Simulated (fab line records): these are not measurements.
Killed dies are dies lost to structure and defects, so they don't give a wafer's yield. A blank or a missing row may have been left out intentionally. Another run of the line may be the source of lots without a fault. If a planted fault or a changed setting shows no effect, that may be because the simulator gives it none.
fab line records	flow nand-harc
record lots=24	wafers=72	last-day=33
route steps=1302 shown P_ZERO_WELL@68 P_GATE@144 P_CONTACT@217 P_M0@267
lots that met no fault: taken from a fault-free run of the same line
start-h: the number of hours between the record's first day and the start of the first shown wafer of the lot	wait-h: hours since the lot's step before	" the same as in the row above	L1.1+2: several wafers, shown together as one row	- no value present, or no start provided	* or withheld: withheld	< > ~ a bound
route shown NAME@n: NAME is a module with steps in the file, n the number in the route of the first one	usual: the fault-free wafers' mean and standard deviation	same: alike in all rows	chamber/n: place in a boat	sites: the reading at each site	_std_site: how widely they spread, as a standard deviation	_edge_site: inner sites' mean taken away from outer sites' mean	radius-mm: for every site, how far away it sits from the centre of the wafer	mask NAME#n: copy n	behind: tool/chamber where the wafer was last shaped	hold: the reason the lot was held/the length of the hold in hours/how it ended	device: the n, p or np transistor that did not switch	end of line: the tests these same wafers got at the end of their route	for a step that has no rows: nothing shown but its recipe	killed: dies that structure and defects cost at the first sort, which is not the same as the wafer's yield	map: the dies of a wafer, with x for killed, . for not killed, _ for no die there
set.NAME: the setting that was run; set.NAME@STEP: the one run at that earlier step	model.NAME: the simulator's own value behind a step, which no gauge read
a sample of lots followed through the steps of the route, with each step as a table and each wafer as a row
services: from which hour (start-h, from the record's first day; less than 0 if before it) a tool's chamber was out of use, for how many hours, and why
## steps
# step NHARC_P_ZERO_WELL_INSPECT_43
# usual raw-defect-count=14/6.4
lot.wafer	tool	chamber	start-h	wait-h	raw-defect-count
L074.3	defect-inspect-01	-	27.85	0.3	9
L074.5	"	-	"	"	26
L074.6	"	-	"	"	12
L075.2	defect-inspect-02	-	37.65	0.5	15
L075.3	"	-	"	"	15
L075.6	"	-	"	"	29
L076.1	defect-inspect-01	-	47.63	0.6	19
L076.4	"	-	"	"	24
L076.6	"	-	"	"	24
L077.1	defect-inspect-01	-	57.76	0.6	6
L077.3	"	-	"	"	30
L077.6	"	-	"	"	11
L078.3	defect-inspect-01	-	67.66	0.4	8
L078.4	"	-	"	"	17
L078.5	"	-	"	"	12
L079.3	defect-inspect-01	-	79.47	0.3	23
L079.4	"	-	"	"	12
L079.6	"	-	"	"	25
L080.1	defect-inspect-01	-	87.56	0.6	11
L080.2	"	-	"	"	11
L080.3	"	-	"	"	7
L081.2	defect-inspect-02	-	97.55	0.5	5
L081.3	"	-	"	"	10
L081.6	"	-	"	"	8
L082.2	defect-inspect-01	-	107.53	0.5	10
L082.3	"	-	"	"	6
L082.4	"	-	"	"	17
L083.1	defect-inspect-02	-	117.66	0.6	9
L083.2	"	-	"	"	20
L083.3	"	-	"	"	13
L084.1	defect-inspect-02	-	129.19	0.6	19
L084.2	"	-	"	"	17
L084.5	"	-	"	"	13
L085.1	defect-inspect-01	-	137.73	0.6	27
L085.3	"	-	"	"	6
L085.4	"	-	"	"	14
L086.2	defect-inspect-01	-	147.49	0.5	8
L086.3	"	-	"	"	16
L086.5	"	-	"	"	16
L087.2	defect-inspect-02	-	158.22	0.5	15
L087.4	"	-	"	"	9
L087.5	"	-	"	"	9
L088.1	defect-inspect-01	-	167.54	0.6	8
L088.2	"	-	"	"	12
L088.6	"	-	"	"	8
L089.2	defect-inspect-01	-	178.08	0.5	18
L089.5	"	-	"	"	19
L089.6	"	-	"	"	10
L090.2	defect-inspect-02	-	187.57	0.5	5
L090.5	"	-	"	"	13
L090.6	"	-	"	"	1
L091.1	defect-inspect-01	-	197.64	0.6	17
L091.5	"	-	"	"	20
L091.6	"	-	"	"	9
L092.2	defect-inspect-01	-	207.53	0.5	13
L092.3	"	-	"	"	11
L092.4	"	-	"	"	19
L093.1	defect-inspect-02	-	217.48	0.6	12
L093.4	"	-	"	"	20
L093.6	"	-	"	"	11
L094.2	defect-inspect-02	-	229.22	0.5	15
L094.3	"	-	"	"	24
L094.6	"	-	"	"	19
L095.1	defect-inspect-02	-	237.58	0.6	15
L095.2	"	-	"	"	15
L095.4	"	-	"	"	19
L096.1	defect-inspect-01	-	247.50	0.6	20
L096.2	"	-	"	"	12
L096.6	"	-	"	"	7
L097.1	defect-inspect-02	-	257.50	0.6	25
L097.2	"	-	"	"	14
L097.5	"	-	"	"	25
# step NHARC_P_GATE_DESCUM_31
# recipe time-s=3	o2-flow-sccm=200	ar-flow-sccm=0	bias-power-w=0	chemistry=O2
# usual drypump-motor-current-A=5.5/0.48	o2-flow-sccm=200.0/0.57	oes-product-au=0.997/0.01	rf-vpp-V=57.7/1	showerhead-plenum-p-Torr=1.91/0.094	throttle-valve-pct=11.310/0.0076
lot.wafer	tool	chamber	start-h	wait-h	drypump-motor-current-A	o2-flow-sccm	oes-product-au	rf-hours-counter-h	rf-vpp-V	showerhead-plenum-p-Torr	throttle-valve-pct
L074.3	rie-diel-11	0	107.03	0.1	4.7	198.4	0.981	2.6	57.4	1.98	11.315
L074.6	"	2	"	"	6.1	199.7	0.998	-	56.5	1.96	11.322
L074.5	"	3	"	"	5.8	199.0	0.986	-	56.6	1.86	11.301
L075.3	rie-diel-12	2	109.19	0.1	4.7	200.5	0.995	0.4	57.8	1.99	11.308
L075.2	"	3	"	"	6.1	199.3	1.000	0.4	58.3	1.88	11.304
L075.6	"	3	"	"	6.1	200.7	0.999	-	57.7	1.88	11.312
L076.4	rie-diel-12	2	116.71	0.1	4.7	199.5	1.001	0.7	58.0	1.99	11.315
L076.1	"	3	"	"	6.1	199.7	0.993	0.6	57.5	1.88	11.308
L076.6	"	0	"	"	5.6	199.8	0.993	-	57.1	2.05	11.312
L077.3	rie-diel-04	3	125.31	0.1	5.2	199.5	1.003	5.2	57.4	2.06	11.309
L077.1	"	1	"	"	5.6	200.2	1.023	5.5	57.5	1.80	11.305
L077.6	"	2	"	"	5.8	199.8	1.013	-	57.1	1.79	11.317
L078.4	rie-diel-04	1	135.43	0.1	5.5	198.8	1.017	5.8	55.5	1.80	11.318
L078.3	"	2	"	"	5.8	200.7	1.022	6.4	56.8	1.79	11.313
L078.5	"	1	"	"	5.6	199.9	1.008	-	57.8	1.80	11.309
L079.3	rie-diel-11	0	155.04	0.1	4.7	200.2	0.982	5.2	57.4	1.98	11.315
L079.4	"	0	"	"	4.7	200.5	0.977	-	57.8	1.98	11.317
L079.6	"	2	"	"	6.1	200.2	0.996	-	57.6	1.96	11.317
L080.3	rie-diel-11	2	158.56	0.1	6.1	198.9	0.997	5.5	57.9	1.96	11.308
L080.2	"	0	"	"	4.7	199.9	0.996	5.4	57.7	1.98	11.295
L080.1	"	1	"	"	5.3	199.4	0.999	5.4	57.2	1.83	11.301
L081.2	rie-diel-04	0	165.87	0.1	5.2	201.1	1.001	6.2	59.7	1.95	11.301
L081.3	"	1	"	"	5.6	200.2	1.011	7.3	57.3	1.80	11.288
L081.6	"	3	"	"	5.2	200.1	0.997	-	59.2	2.06	11.305
L082.2	rie-diel-11	0	182.25	0.1	4.7	200.6	0.983	6.1	58.1	1.98	11.317
L082.3	"	1	"	"	5.3	200.1	0.996	6.0	57.0	1.83	11.305
L082.4	"	3	"	"	5.8	200.7	0.986	5.1	58.1	1.85	11.309
L083.3	rie-diel-12	3	188.31	0.1	6.1	199.4	0.988	4.2	58.0	1.88	11.315
L083.2	"	0	"	"	5.6	199.9	0.990	4.5	57.6	2.04	11.303
L083.1	"	1	"	"	6.2	200.3	0.989	4.2	57.0	1.84	11.300
L084.2	rie-diel-04	1	199.37	0.1	5.5	201.3	1.010	0.7	55.7	1.80	11.314
L084.1	"	2	"	"	5.9	200.8	0.999	0.7	55.8	1.79	11.310
L084.5	"	2	"	"	5.8	200.4	1.005	-	56.2	1.79	11.302
L085.1	rie-diel-11	2	208.03	0.1	6.2	200.1	0.990	7.3	59.2	1.96	11.319
L085.3	"	3	"	"	5.8	200.1	0.985	6.7	56.7	1.85	11.315
L085.4	"	0	"	"	4.7	199.2	0.980	-	58.7	1.98	11.298
L086.3	rie-diel-04	3	213.72	0.1	5.2	200.5	0.996	2.2	58.8	2.06	11.316
L086.2	"	0	"	"	5.2	200.0	0.995	1.4	58.3	1.95	11.308
L086.5	"	1	"	"	5.5	199.4	1.002	-	56.6	1.80	11.306
L087.4	rie-diel-12	1	224.75	0.1	6.2	200.1	1.003	6.0	57.8	1.84	11.302
L087.2	"	3	"	"	6.1	201.1	0.986	6.2	57.6	1.88	11.311
L087.5	"	2	"	"	4.8	199.2	0.994	-	57.7	1.98	11.313
L088.2	rie-diel-11	2	241.83	0.1	6.1	200.3	0.988	9.4	57.9	1.96	11.303
L088.1	"	1	"	"	5.3	198.8	0.998	10.8	55.1	1.83	11.309
L088.6	"	3	"	"	5.8	201.6	0.993	-	56.3	1.85	11.302
L089.2	rie-diel-04	3	253.52	0.1	5.2	200.6	1.008	4.8	57.8	2.06	11.311
L089.6	"	3	"	"	5.2	200.4	0.991	-	58.7	2.06	11.316
L089.5	"	0	"	"	5.2	199.8	0.993	-	57.2	1.95	11.304
L090.2	rie-diel-12	1	261.99	0.1	6.2	200.5	1.006	7.1	57.8	1.84	11.319
L090.6	"	2	"	"	4.7	200.0	1.007	-	59.9	1.98	11.306
L090.5	"	3	"	"	6.1	199.8	0.999	-	58.0	1.88	11.307
L091.1	rie-diel-12	1	266.33	0.1	6.2	200.8	0.996	7.4	58.3	1.84	11.307
L091.5	"	1	"	"	6.2	200.1	1.000	-	54.9	1.84	11.313
L091.6	"	2	"	"	4.7	200.3	1.000	-	56.8	1.98	11.312
L092.2	rie-diel-04	0	277.31	0.1	5.2	199.5	0.994	5.3	58.4	1.95	11.309
L092.3	"	2	"	"	5.8	199.9	1.002	3.6	57.4	1.79	11.304
L092.4	"	3	"	"	5.2	199.6	0.988	5.5	60.1	2.06	11.310
L093.1	rie-diel-04	2	285.42	0.1	5.8	199.8	1.004	3.7	57.2	1.79	11.318
L093.4	"	3	"	"	5.2	199.8	0.991	5.6	58.1	2.06	11.314
L093.6	"	3	"	"	5.2	201.0	0.980	-	60.6	2.06	11.303
L094.3	rie-diel-11	3	295.39	0.1	5.8	200.8	0.982	2.5	58.7	1.85	11.294
L094.2	"	0	"	"	4.7	200.3	0.975	1.3	58.7	1.97	11.322
L094.6	"	3	"	"	5.8	200.9	0.978	-	56.3	1.85	11.327
L095.1	rie-diel-12	1	304.90	0.1	6.2	200.7	0.988	0.8	57.1	1.84	11.313
L095.4	"	2	"	"	4.7	200.1	0.997	0.8	57.0	1.98	11.309
L095.2	"	3	"	"	6.1	199.3	1.006	1.3	58.1	1.88	11.306
L096.1	rie-diel-04	2	315.41	0.1	5.8	199.6	1.001	4.6	57.4	1.79	11.296
L096.2	"	3	"	"	5.2	200.3	0.999	7.2	56.4	2.06	11.316
L096.6	"	2	"	"	5.8	200.3	1.004	-	57.1	1.79	11.318
L097.1	rie-diel-11	1	328.81	0.1	5.3	199.8	1.008	3.9	56.4	1.83	11.308
L097.2	"	2	"	"	6.1	200.3	0.990	3.9	58.1	1.96	11.316
L097.5	"	0	"	"	4.7	199.3	0.967	-	58.4	1.97	11.294
# step NHARC_P_CONTACT_DEP_30
# recipe target-thk-a=300	temp-c=400	target-thk-nm=30	flow-sccm=200	rf-w=450	material=SiNx
# usual heater-power-w=672/110
lot.wafer	tool	chamber	start-h	wait-h	heater-power-w
L074.3	pecvd-02	0	125.34	0.1	491
L074.6	"	0	"	"	469
L074.5	"	1	"	"	744
L075.2	pecvd-02	2	127.67	0.1	735
L075.3	"	0	"	"	510
L075.6	"	2	"	"	728
L076.1	pecvd-04	1	135.43	0.1	682
L076.6	"	0	"	"	663
L076.4	"	1	"	"	696
L077.1	pecvd-04	1	144.03	0.1	624
L077.3	"	2	"	"	703
L077.6	"	2	"	"	708
L078.3	pecvd-02	2	153.73	0.1	801
L078.5	"	0	"	"	528
L078.4	"	1	"	"	717
L079.3	pecvd-02	0	173.35	0.1	508
L079.4	"	0	"	"	513
L079.6	"	1	"	"	665
L080.2	pecvd-03	2	177.62	0.1	696
L080.1	"	0	"	"	660
L080.3	"	1	"	"	578
L081.2	pecvd-03	2	184.04	0.1	661
L081.3	"	0	"	"	756
L081.6	"	0	"	"	776
L082.2	pecvd-04	1	200.68	0.1	574
L082.3	"	2	"	"	630
L082.4	"	0	"	"	631
L083.1	pecvd-03	2	209.03	0.1	710
L083.2	"	0	"	"	671
L083.3	"	1	"	"	518
L084.1	pecvd-02	1	219.87	0.1	640
L084.2	"	0	"	"	523
L084.5	"	2	"	"	873
L085.3	pecvd-04	0	226.42	0.1	683
L085.1	"	1	"	"	589
L085.4	"	1	"	"	602
L086.3	pecvd-04	0	232.08	0.1	678
L086.2	"	1	"	"	663
L086.5	"	1	"	"	679
L087.2	pecvd-03	1	243.12	0.1	578
L087.4	"	2	"	"	649
L087.5	"	0	"	"	773
L088.1	pecvd-03	2	260.23	0.1	669
L088.2	"	1	"	"	568
L088.6	"	0	"	"	786
L089.2	pecvd-02	0	272.08	0.1	537
L089.6	"	0	"	"	526
L089.5	"	2	"	"	877
L090.2	pecvd-02	2	280.48	0.1	763
L090.6	"	0	"	"	528
L090.5	"	2	"	"	829
L091.1	pecvd-02	1	284.62	0.1	706
L091.6	"	1	"	"	721
L091.5	"	2	"	"	899
L092.2	pecvd-03	0	295.74	0.1	790
L092.3	"	1	"	"	548
L092.4	"	1	"	"	564
L093.1	pecvd-02	1	306.08	0.1	739
L093.6	"	2	"	"	904
L093.4	"	0	"	"	492
L094.2	pecvd-04	1	313.82	0.1	684
L094.3	"	0	"	"	697
L094.6	"	0	"	"	692
L095.1	pecvd-03	0	323.25	0.1	809
L095.2	"	1	"	"	561
L095.4	"	1	"	"	556
L096.1	pecvd-03	1	333.82	0.1	597
L096.2	"	2	"	"	750
L096.6	"	1	"	"	594
L097.2	pecvd-03	2	347.09	0.1	691
L097.1	"	1	"	"	498
L097.5	"	0	"	"	804
# step NHARC_P_CONTACT_CD_MEAS_19
# usual cd-nm=90.0/1.6
lot.wafer	tool	chamber	start-h	wait-h	cd-nm
L074.3	cd-sem-01	-	127.79	-	90.8
L074.5	"	-	"	"	90.7
L074.6	"	-	"	"	89.4
L075.2	cd-sem-02	-	130.15	-	88.7
L075.3	"	-	"	"	87.9
L075.6	"	-	"	"	90.3
L076.1	cd-sem-01	-	137.94	-	89.4
L076.4	"	-	"	"	89.2
L076.6	"	-	"	"	92.5
L077.1	cd-sem-01	-	146.59	-	91.5
L077.3	"	-	"	"	89.9
L077.6	"	-	"	"	92.5
L078.3	cd-sem-03	-	156.36	-	89.6
L078.4	"	-	"	"	89.8
L078.5	"	-	"	"	90.4
L079.3	cd-sem-01	-	175.91	-	89.8
L079.4	"	-	"	"	90.1
L079.6	"	-	"	"	87.2
L080.1	cd-sem-01	-	180.21	-	89.4
L080.2	"	-	"	"	87.3
L080.3	"	-	"	"	89.0
L081.2	cd-sem-03	-	187.01	-	89.6
L081.3	"	-	"	"	87.2
L081.6	"	-	"	"	88.0
L082.2	cd-sem-02	-	203.12	-	86.7
L082.3	"	-	"	"	90.6
L082.4	"	-	"	"	89.3
L083.1	cd-sem-01	-	212.10	-	88.8
L083.2	"	-	"	"	90.6
L083.3	"	-	"	"	92.0
L084.1	cd-sem-01	-	222.51	-	90.9
L084.2	"	-	"	"	91.9
L084.5	"	-	"	"	89.1
L085.1	cd-sem-01	-	229.01	-	90.8
L085.3	"	-	"	"	92.5
L085.4	"	-	"	"	88.6
L086.2	cd-sem-02	-	234.79	-	87.2
L086.3	"	-	"	"	88.3
L086.5	"	-	"	"	89.0
L087.2	cd-sem-02	-	245.73	-	88.7
L087.4	"	-	"	"	91.0
L087.5	"	-	"	"	91.8
L088.1	cd-sem-02	-	262.83	-	91.0
L088.2	"	-	"	"	88.8
L088.6	"	-	"	"	92.9
L089.2	cd-sem-03	-	275.54	-	89.8
L089.5	"	-	"	"	89.1
L089.6	"	-	"	"	91.4
L090.2	cd-sem-03	-	283.00	-	92.3
L090.5	"	-	"	"	91.0
L090.6	"	-	"	"	91.2
L091.1	cd-sem-03	-	287.10	-	92.8
L091.5	"	-	"	"	90.1
L091.6	"	-	"	"	91.2
L092.2	cd-sem-03	-	298.34	-	89.3
L092.3	"	-	"	"	89.5
L092.4	"	-	"	"	89.0
L093.1	cd-sem-01	-	308.60	-	91.5
L093.4	"	-	"	"	89.2
L093.6	"	-	"	"	90.6
L094.2	cd-sem-01	-	316.43	-	90.0
L094.3	"	-	"	"	89.8
L094.6	"	-	"	"	90.7
L095.1	cd-sem-03	-	325.69	-	89.2
L095.2	"	-	"	"	90.2
L095.4	"	-	"	"	90.0
L096.1	cd-sem-03	-	336.38	-	90.3
L096.2	"	-	"	"	89.4
L096.6	"	-	"	"	87.8
L097.1	cd-sem-01	-	349.69	-	89.1
L097.2	"	-	"	"	88.0
L097.5	"	-	"	"	89.0
# step NHARC_P_M0_ETCH_34
# recipe target-depth-a=400	overetch-a=120	time-s=43.94	ion-energy-ev=200	n2-flow-sccm=150	h2-flow-sccm=150	ar-flow-sccm=0	rf-w=400	bias-w=150	chemistry=N2/H2
# usual drypump-motor-current-A=5.9/0.37	oes-product-au=1.002/0.0082	rf-vpp-V=429.6/2.1	showerhead-plenum-p-Torr=2.00/0.068	throttle-valve-pct=14.171/0.0091
lot.wafer	tool	chamber	start-h	wait-h	drypump-motor-current-A	oes-product-au	rf-hours-counter-h	rf-vpp-V	showerhead-plenum-p-Torr	throttle-valve-pct
L074.3	rie-diel-08	1	131.21	0.1	6.0	0.992	17	430.1	2.01	14.183
L074.5	"	2	"	"	6.1	1.004	-	427.2	1.93	14.178
L074.6	"	3	"	"	5.7	0.996	-	432.9	2.09	14.161
L075.2	rie-diel-08	1	133.52	0.1	6.0	0.983	17	429.8	2.01	14.158
L075.3	"	2	"	"	6.1	1.004	16	428.4	1.93	14.158
L075.6	"	2	"	"	6.1	0.999	-	427.5	1.93	14.165
L076.1	rie-diel-13	3	141.36	0.1	5.4	1.005	42	427.8	1.92	14.179
L076.4	"	0	"	"	6.0	1.009	48	427.3	1.99	14.182
L076.6	"	2	"	"	5.3	1.010	-	429.1	1.96	14.181
L077.1	rie-diel-08	0	150.00	0.1	6.3	1.000	21	430.5	2.01	14.164
L077.3	"	1	"	"	6.1	0.994	20	429.6	2.01	14.166
L077.6	"	3	"	"	5.7	1.017	-	432.7	2.09	14.178
L078.3	rie-diel-13	3	159.87	0.1	5.4	1.015	50	426.5	1.92	14.187
L078.4	"	1	"	"	5.9	1.004	52	431.7	2.11	14.158
L078.5	"	0	"	"	6.1	1.000	-	429.3	1.99	14.175
L079.4	rie-diel-13	0	179.71	0.3	6.0	1.007	1	427.5	1.99	14.165
L079.3	"	3	"	"	5.4	1.007	1	428.2	1.92	14.178
L079.6	"	0	"	"	6.1	1.001	-	430.2	1.99	14.175
L080.2	rie-diel-02	1	183.62	0.1	6.4	0.989	46	426.1	1.91	14.178
L080.3	"	2	"	"	5.4	0.998	46	430.4	2.06	14.150
L080.1	"	3	"	"	4.7	1.001	46	431.8	2.08	14.172
L081.3	rie-diel-08	1	190.44	0.1	6.0	0.984	29	429.4	2.01	14.175
L081.2	"	2	"	"	6.2	0.997	26	426.4	1.92	14.192
L081.6	"	2	"	"	6.2	1.001	-	427.8	1.92	14.152
L082.3	rie-diel-08	0	206.49	0.1	6.3	1.004	1	428.9	2.00	14.180
L082.2	"	2	"	"	6.1	0.997	1	426.6	1.92	14.167
L082.4	"	3	"	"	5.7	0.995	1	432.8	2.09	14.177
L083.2	rie-diel-13	2	215.36	0.1	5.3	1.001	15	428.2	1.95	14.167
L083.1	"	3	"	"	5.5	1.014	15	428.3	1.91	14.171
L083.3	"	0	"	"	6.1	1.013	12	429.7	1.99	14.169
L084.1	rie-diel-13	1	225.89	0.1	5.9	1.016	17	433.4	2.10	14.182
L084.2	"	3	"	"	5.4	1.006	18	428.9	1.91	14.178
L084.5	"	1	"	"	5.9	1.007	-	432.4	2.10	14.187
L085.4	rie-diel-08	0	232.44	0.1	6.3	0.999	6	428.9	2.00	14.181
L085.3	"	1	"	"	6.0	0.995	8	429.3	2.00	14.170
L085.1	"	2	"	"	6.2	0.999	7	429.1	1.92	14.180
L086.3	rie-diel-13	0	238.24	0.1	6.1	1.006	24	428.6	1.98	14.184
L086.2	"	3	"	"	5.4	1.006	25	426.7	1.91	14.168
L086.5	"	0	"	"	6.1	0.989	-	429.2	1.98	14.180
L087.2	rie-diel-08	0	249.16	0.1	6.3	1.001	8	428.9	2.00	14.167
L087.4	"	2	"	"	6.1	0.995	10	426.9	1.92	14.163
L087.5	"	3	"	"	5.7	0.991	-	433.2	2.09	14.163
L088.1	rie-diel-08	0	266.86	0.1	6.3	1.002	11	428.7	2.00	14.181
L088.2	"	2	"	"	6.1	1.001	13	428.0	1.92	14.187
L088.6	"	1	"	"	6.1	1.001	-	430.8	2.00	14.182
L089.2	rie-diel-13	1	279.03	0.1	5.9	1.003	35	433.6	2.10	14.175
L089.5	"	3	"	"	5.5	1.005	-	427.0	1.91	14.169
L089.6	"	0	"	"	6.1	1.007	-	429.4	1.98	14.177
L090.2	rie-diel-13	2	286.45	0.1	5.3	1.004	39	426.6	1.95	14.165
L090.6	"	0	"	"	6.0	1.016	-	429.7	1.98	14.185
L090.5	"	1	"	"	5.9	1.010	-	431.7	2.10	14.179
L091.1	rie-diel-13	2	290.37	0.1	5.3	1.004	39	426.9	1.95	14.183
L091.5	"	1	"	"	5.9	1.013	-	432.8	2.10	14.167
L091.6	"	2	"	"	5.3	0.992	-	429.9	1.95	14.163
L092.2	rie-diel-08	1	301.60	0.1	6.0	1.000	20	430.9	2.00	14.172
L092.4	"	3	"	"	5.7	0.989	18	431.4	2.08	14.173
L092.3	"	0	"	"	6.3	0.994	17	430.5	2.00	14.191
L093.1	rie-diel-08	0	311.99	0.1	6.3	1.002	19	429.0	2.00	14.167
L093.4	"	1	"	"	6.0	0.997	22	428.6	2.00	14.179
L093.6	"	0	"	"	6.3	0.987	-	429.3	2.00	14.169
L094.2	rie-diel-13	3	319.84	0.1	5.4	1.011	49	426.3	1.90	14.166
L094.3	"	0	"	"	6.1	1.000	43	429.3	1.98	14.171
L094.6	"	0	"	"	6.1	1.014	-	427.4	1.98	14.171
L095.4	rie-diel-02	2	329.12	0.1	5.4	1.008	37	431.8	2.05	14.191
L095.2	"	0	"	"	5.2	0.996	34	433.2	2.12	14.175
L095.1	"	1	"	"	6.4	0.982	36	428.0	1.89	14.164
L096.2	rie-diel-08	0	339.64	0.1	6.3	0.994	23	430.8	2.00	14.165
L096.1	"	1	"	"	6.0	1.006	27	429.3	2.00	14.162
L096.6	"	3	"	"	5.7	0.995	-	431.7	2.08	14.161
L097.1	rie-diel-08	1	353.48	0.1	6.0	0.995	29	428.6	2.00	14.185
L097.2	"	3	"	"	5.7	1.003	26	431.6	2.08	14.167
L097.5	"	1	"	"	6.0	1.007	-	427.3	2.00	14.170
# step NHARC_P_M0_STRIP_18
# recipe power-w=1000	n2-flow-sccm=150	h2-flow-sccm=150	ar-flow-sccm=0	bias-w=0	chemistry=N2/H2
# usual drypump-motor-current-A=5.9/0.37	oes-product-au=1.000/0.0083	rf-vpp-V=90.4/0.89	showerhead-plenum-p-Torr=2.00/0.068	throttle-valve-pct=14.172/0.0083
lot.wafer	tool	chamber	start-h	wait-h	drypump-motor-current-A	oes-product-au	rf-hours-counter-h	rf-vpp-V	showerhead-plenum-p-Torr	throttle-valve-pct
L074.3	rie-diel-08	2	131.51	0.1	6.1	1.017	16	89.6	1.93	14.177
L074.6	"	1	"	"	6.0	0.996	-	89.6	2.01	14.176
L074.5	"	2	"	"	6.1	1.015	-	90.8	1.93	14.173
L075.2	rie-diel-08	0	133.87	0.1	6.3	1.008	18	90.2	2.01	14.152
L075.3	"	1	"	"	6.0	0.989	17	91.2	2.01	14.178
L075.6	"	2	"	"	6.1	1.005	-	89.8	1.93	14.176
L076.4	rie-diel-08	2	141.64	0.1	6.1	1.011	18	88.4	1.93	14.167
L076.1	"	1	"	"	6.0	0.999	19	90.5	2.01	14.171
L076.6	"	3	"	"	5.7	1.000	-	91.6	2.09	14.171
L077.3	rie-diel-08	1	150.46	0.2	6.0	0.983	20	89.9	2.01	14.166
L077.1	"	3	"	"	5.7	0.993	20	91.7	2.09	14.169
L077.6	"	1	"	"	6.0	0.983	-	89.8	2.01	14.174
L078.4	rie-diel-13	2	160.22	0.1	5.3	1.015	52	89.7	1.96	14.159
L078.3	"	3	"	"	5.4	0.994	50	89.5	1.92	14.165
L078.5	"	1	"	"	5.9	1.007	-	91.3	2.11	14.176
L079.4	rie-diel-13	1	180.00	0.1	5.9	0.995	1	90.6	2.11	14.174
L079.3	"	3	"	"	5.4	1.015	1	90.8	1.92	14.171
L079.6	"	2	"	"	5.3	0.988	-	90.3	1.96	14.171
L080.1	rie-diel-08	2	183.91	0.1	6.1	1.002	26	91.6	1.93	14.166
L080.3	"	3	"	"	5.7	0.988	27	89.6	2.09	14.169
L080.2	"	0	"	"	6.3	0.986	28	90.3	2.00	14.177
L081.2	rie-diel-13	1	190.73	0.1	5.9	0.999	4	90.8	2.11	14.188
L081.3	"	2	"	"	5.4	0.987	5	89.7	1.96	14.170
L081.6	"	2	"	"	5.4	0.992	-	90.0	1.96	14.169
L082.4	rie-diel-08	0	206.80	0.1	6.3	1.006	1	90.5	2.00	14.160
L082.2	"	1	"	"	6.0	1.003	1	89.0	2.01	14.165
L082.3	"	2	"	"	6.1	1.009	1	89.6	1.92	14.163
L083.3	rie-diel-13	3	215.65	0.1	5.4	1.008	15	88.8	1.91	14.177
L083.2	"	1	"	"	5.9	1.008	12	90.9	2.11	14.162
L083.1	"	2	"	"	5.3	1.010	15	89.1	1.95	14.171
L084.2	rie-diel-13	1	226.18	0.1	5.9	1.005	17	91.0	2.10	14.171
L084.1	"	3	"	"	5.5	1.006	18	90.2	1.91	14.168
L084.5	"	2	"	"	5.3	1.004	-	90.0	1.95	14.183
L085.4	rie-diel-13	1	232.72	0.1	5.9	1.006	20	90.5	2.10	14.179
L085.3	"	3	"	"	5.5	1.005	23	90.2	1.91	14.157
L085.1	"	0	"	"	6.1	0.995	22	92.1	1.98	14.167
L086.2	rie-diel-13	2	238.53	0.1	5.3	1.004	23	89.6	1.95	14.169
L086.3	"	0	"	"	6.0	0.998	24	90.8	1.98	14.179
L086.5	"	2	"	"	5.3	0.983	-	90.2	1.95	14.171
L087.2	rie-diel-08	1	249.48	0.1	6.0	1.009	11	90.3	2.00	14.174
L087.4	"	2	"	"	6.1	0.998	10	89.4	1.92	14.176
L087.5	"	0	"	"	6.3	1.001	-	90.5	2.00	14.158
L088.2	rie-diel-08	3	267.20	0.1	5.7	1.002	12	91.6	2.09	14.180
L088.1	"	0	"	"	6.3	0.997	11	89.5	2.00	14.175
L088.6	"	1	"	"	6.0	1.000	-	90.7	2.00	14.178
L089.2	rie-diel-08	2	279.38	0.1	6.1	1.000	14	90.4	1.92	14.180
L089.6	"	3	"	"	5.7	0.997	-	91.2	2.09	14.172
L089.5	"	0	"	"	6.3	0.996	-	90.6	2.00	14.171
L090.2	rie-diel-13	0	286.72	0.1	6.0	0.993	33	89.4	1.98	14.167
L090.5	"	0	"	"	6.0	0.988	-	90.4	1.98	14.168
L090.6	"	1	"	"	5.9	1.003	-	91.0	2.10	14.175
L091.1	rie-diel-13	0	290.70	0.1	6.0	1.005	34	89.3	1.98	14.171
L091.5	"	2	"	"	5.3	1.004	-	90.4	1.95	14.168
L091.6	"	3	"	"	5.4	1.014	-	90.0	1.90	14.187
L092.3	rie-diel-02	3	301.92	0.1	4.7	1.017	23	90.9	2.07	14.176
L092.2	"	0	"	"	5.2	1.007	26	91.0	2.12	14.168
L092.4	"	1	"	"	6.4	0.991	27	89.3	1.90	14.173
L093.4	rie-diel-08	3	312.33	0.1	5.7	0.989	20	90.4	2.08	14.177
L093.1	"	0	"	"	6.3	0.992	19	90.7	2.00	14.162
L093.6	"	2	"	"	6.1	1.001	-	89.6	1.92	14.189
L094.2	rie-diel-08	3	320.16	0.1	5.7	0.991	21	89.5	2.08	14.185
L094.3	"	1	"	"	6.0	0.997	23	90.2	2.00	14.188
L094.6	"	3	"	"	5.7	0.989	-	91.3	2.08	14.182
L095.4	rie-diel-02	1	329.44	0.1	6.4	0.986	36	89.4	1.89	14.170
L095.1	"	2	"	"	5.4	1.004	37	89.8	2.05	14.167
L095.2	"	3	"	"	4.8	1.010	35	91.1	2.07	14.175
L096.2	rie-diel-08	1	339.92	0.1	6.0	1.000	27	91.4	2.00	14.174
L096.1	"	3	"	"	5.7	1.002	25	91.5	2.08	14.174
L096.6	"	1	"	"	6.0	1.002	-	89.7	2.00	14.152
L097.1	rie-diel-08	1	353.77	0.1	6.0	1.003	29	89.6	2.00	14.182
L097.2	"	3	"	"	5.7	1.004	26	93.5	2.08	14.173
L097.5	"	2	"	"	6.1	1.006	-	89.9	1.92	14.178
## services
tool	chamber	start-h	hours	kind
rie-diel-08	-	99.72	0.2	repair
pecvd-02	-	113.86	0.3	repair
rie-diel-13	3	120.59	3.0	repair
rie-diel-11	3	149.74	8.9	repair
rie-diel-13	-	167.23	9.0	pm
rie-diel-04	0	176.63	23.5	repair
rie-diel-04	-	177.90	9.0	pm
pecvd-03	-	185.47	13.0	pm
rie-diel-13	-	186.67	0.6	repair
rie-diel-08	-	190.80	9.0	pm
rie-diel-11	1	206.31	2.0	repair
rie-diel-08	0	207.92	6.6	repair
rie-diel-13	-	222.22	1.0	repair
rie-diel-11	2	224.62	5.0	repair
pecvd-02	-	227.14	13.0	pm
rie-diel-04	2	235.87	5.6	repair
rie-diel-04	1	236.76	4.6	repair
rie-diel-13	0	251.50	13.5	repair
pecvd-02	1	254.12	22.1	repair
rie-diel-04	2	298.19	2.4	repair
rie-diel-04	0	312.23	18.8	repair
pecvd-02	-	316.58	1.1	repair
rie-diel-13	3	339.40	1.3	repair
rie-diel-13	-	344.23	9.0	pm
## key
fault none
